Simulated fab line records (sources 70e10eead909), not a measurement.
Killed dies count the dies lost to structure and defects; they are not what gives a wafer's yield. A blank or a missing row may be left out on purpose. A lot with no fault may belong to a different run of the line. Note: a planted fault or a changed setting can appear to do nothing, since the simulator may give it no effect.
Comparing a struck lot with a sound one / flow nand harc / 43 out of 1159 route steps
Sound: these wafers, L921.1, L921.2, L921.3. Struck: wafer L927.1 (left out: L927.2, L927.4 of the same lot, which were not struck); the cause appears at the end.
For every step that has rows: the tool of each side, followed by ch and its chambers, followed by its first start. Under that, the readings that differ: sound wafers / struck wafers / difference of the means / sigmas: that difference in standard deviations of wafers without a fault.
alike: readings with means less than 2 such deviations apart, plus words and numbers identical on both sides. not compared: withheld readings, readings lacking a value on some wafer, bounds such as >300 that could conceal the same value, and numbers that have no deviation in the record and whose values overlap.
Wherever a step has rows on one side only, a row that says differs or no value, or a row with sigmas, the two part there. Non-overlapping numbers with no deviation appear without sigmas and do not part them. A reading missing from all wafers of one side parts the sides only when that side holds two or more wafers.

NHARC_A_CONTACT_ETCH_132: etches the open film in C4F8/O2/Ar, time 156 s, target depth 958 nm.
  sound on har cap etch-01 ch 0,1, day 16 10:49; struck on har cap etch-01 ch 0, day 19 06:16
  not compared: rf hours counter h
then, 3 steps without rows for these wafers: NHARC_A_CONTACT_ETCH_133 (etches the open film in C4F8/O2/Ar, time 195 s, target depth 840 nm); NHARC_A_CONTACT_ETCH_91 (etches the open film in CH3F/O2, target depth 40 nm, time 85.7 s); NHARC_A_CONTACT_ETCH_97 (etches the open film in C4F6/O2, target depth 20 nm, time 10 s).
NHARC_A_CONTACT_CD_MEAS_80:
  struck on cd sem-03, day 19 07:11; sound on cd sem-02, day 16 11:44
  alike: cd nm
then, 7 steps without rows for these wafers: NHARC_A_CONTACT_STRIP_103 (strips in N2/H2); NHARC_A_CONTACT_STRIP_104 (strips in CF4/CHF3); NHARC_A_CONTACT_STRIP_105 (strips in O2/COS); NHARC_A_CONTACT_ETCH_106 (etches the open film in CF4/O2, target depth 60 nm, overetch 6 nm, time 33 s); NHARC_A_CONTACT_STRIP_82 (strips in O2); NHARC_A_CONTACT_STRIP_83 (strips in post etch residue remover, time 600 s); NHARC_A_CONTACT_DEP_84 (deposits aC, target thk 2000 nm).
NHARC_A_CONTACT_DEP_85: deposits SiON, target thk 50 nm.
  sound on pecvd-02 ch 0,1,2, day 16 14:59; struck on pecvd-04 ch 2, day 19 10:21
  alike: heater power w, rf fwd power W
then, 10 steps without rows for these wafers: NHARC_A_CONTACT_DEHYDRATE_00 (time 120 s); NHARC_A_CONTACT_HMDS_01 (time 30 s); NHARC_A_CONTACT_COAT_86 (time 75 s); NHARC_A_CONTACT_COAT_87 (time 65 s); NHARC_A_CONTACT_COAT_02 (resist thk 90 nm); NHARC_A_CONTACT_SOFTBAKE_03 (time 55 s); NHARC_A_CONTACT_EBR_04; NHARC_A_CONTACT_EXPOSE_05 (exposes mask A CC); NHARC_A_CONTACT_PEB_06 (peb time 65 s); NHARC_A_CONTACT_DEVELOP_07 (develop time 35 s).
NHARC_A_CONTACT_CD_MEAS_08: the cd target is 100 nm.
  sound on cd sem-03 ch 0, day 16 15:34; struck on cd sem-01 ch 0, day 19 11:04
reading=cd nm (nm); sound=100.4 100.4 100.9; struck=99.2; difference=-1.4; sigmas=-2
NHARC_A_CONTACT_OVL_MEAS_09:
  struck on overlay-02, day 19 11:09; sound on overlay-01, day 16 15:40
  alike: overlay x nm, overlay y nm
NHARC_A_CONTACT_INSPECT_10:
  struck on defect inspect-02, day 19 11:11; sound on defect inspect-01, day 16 15:42
  alike: raw defect count
then, 1 step without rows for these wafers: NHARC_A_CONTACT_DESCUM_13 (chemistry O2, time 3 s).
NHARC_A_CONTACT_ETCH_88: etches the open film in CF4, target depth 39 nm, time 65 s.
  sound on rie diel-07 ch 0,1,3, day 16 15:51; struck on rie diel-07 ch 0, day 19 11:20
reading=rf hours counter h (h); sound=29 27 27; struck=6; difference=-22; sigmas=
  alike: drypump motor current A, oes product au, rf fwd power W, rf vpp V, showerhead plenum p Torr, throttle valve pct
then, 1 step without rows for these wafers: NHARC_A_CONTACT_ETCH_89 (etches the open film in N2/H2, target depth 260 nm, time 475.3 s).
NHARC_A_CONTACT_ETCH_30: etches the open film in CF4/CHF3, target depth 60.5 nm, time 30.2 s.
  sound: rie diel-07 ch 0,2,3; struck: rie diel-07 ch 0
reading=oes product au (a.u.); sound=0.986 0.970 0.955; struck=0.926; difference=-0.044; sigmas=-2
reading=rf hours counter h (h); sound=28 30 27; struck=6; difference=-22; sigmas=
  alike: drypump motor current A, rf fwd power W, rf vpp V, showerhead plenum p Torr, throttle valve pct
then, 6 steps without rows for these wafers: NHARC_A_CONTACT_ETCH_31 (etches the open film in O2/COS, target depth 2000 nm, time 520 s); NHARC_A_CONTACT_ETCH_134 (etches the open film in C4F8/O2/Ar, time 140 s, target depth 700 nm); NHARC_A_CONTACT_ETCH_135 (etches the open film in C4F8/O2/Ar, time 132 s, target depth 1287 nm); NHARC_A_CONTACT_ETCH_136 (etches the open film in C4F8/O2/Ar, time 132 s, target depth 1287 nm); NHARC_A_CONTACT_ETCH_137 (etches the open film in C4F8/O2/Ar, time 132 s, target depth 1287 nm); NHARC_A_CONTACT_ETCH_138 (etches the open film in C4F8/O2/Ar, time 132 s, target depth 1289 nm).
NHARC_A_CONTACT_ETCH_139: etches the open film in C4F8/O2/Ar, time 137 s, target depth 590 nm.
  sound on har cap etch-01 ch 0,1, day 16 17:26; struck on har cap etch-02 ch 1, day 19 12:56
  not compared: rf hours counter h
NHARC_A_CONTACT_ETCH_92: etches the open film in CH3F/O2, target depth 40 nm, time 85.7 s.
  sound on rie diel-02 ch 0,1,3, day 16 17:51; struck on rie diel-07 ch 1, day 19 13:20
reading=rf hours counter h (h); sound=15 16 15; struck=7; difference=-8; sigmas=
reading=rf vpp V (V); sound=242.8 243.7 245.2; struck=247.2; difference=+3.3; sigmas=+2
  alike: drypump motor current A, oes product au, rf fwd power W, showerhead plenum p Torr, throttle valve pct
then, 1 step without rows for these wafers: NHARC_A_CONTACT_ETCH_98 (etches the open film in C4F6/O2, target depth 20 nm, time 10 s).
NHARC_A_CONTACT_CD_MEAS_15:
  struck on cd sem-02, day 19 13:34; sound on cd sem-03, day 16 18:04
  alike: cd nm
then, 2 steps without rows for these wafers: NHARC_A_CONTACT_STRIP_107 (strips in N2/H2); NHARC_A_CONTACT_STRIP_108 (strips in CF4/CHF3).
-- break in the record here, with 2 days between the starts of the struck wafers on either side (left off in module A_CONTACT, picked up again in module END, where the first step shown is number 1159 on the route) --
NHARC_END_SORT_01:
  sound on prober-01 ch 0, day 20 01:09; struck on prober-02 ch 0, day 21 19:29
reading=hold; sound=- - -; struck=await dispo/1.2h/release; difference=no value on the sound wafers; sigmas=
reading=killed at array; sound=25 13 17; struck=69; difference=+51; sigmas=+5
reading=killed dies; sound=30 15 20; struck=72; difference=+50; sigmas=+5
  alike: killed at other, killed at periphery, killed open, killed short

WHERE THEY PART
At NHARC_A_CONTACT_CD_MEAS_08 first; at NHARC_END_SORT_01 last (within this record only).

WHY: whatever the simulator had introduced
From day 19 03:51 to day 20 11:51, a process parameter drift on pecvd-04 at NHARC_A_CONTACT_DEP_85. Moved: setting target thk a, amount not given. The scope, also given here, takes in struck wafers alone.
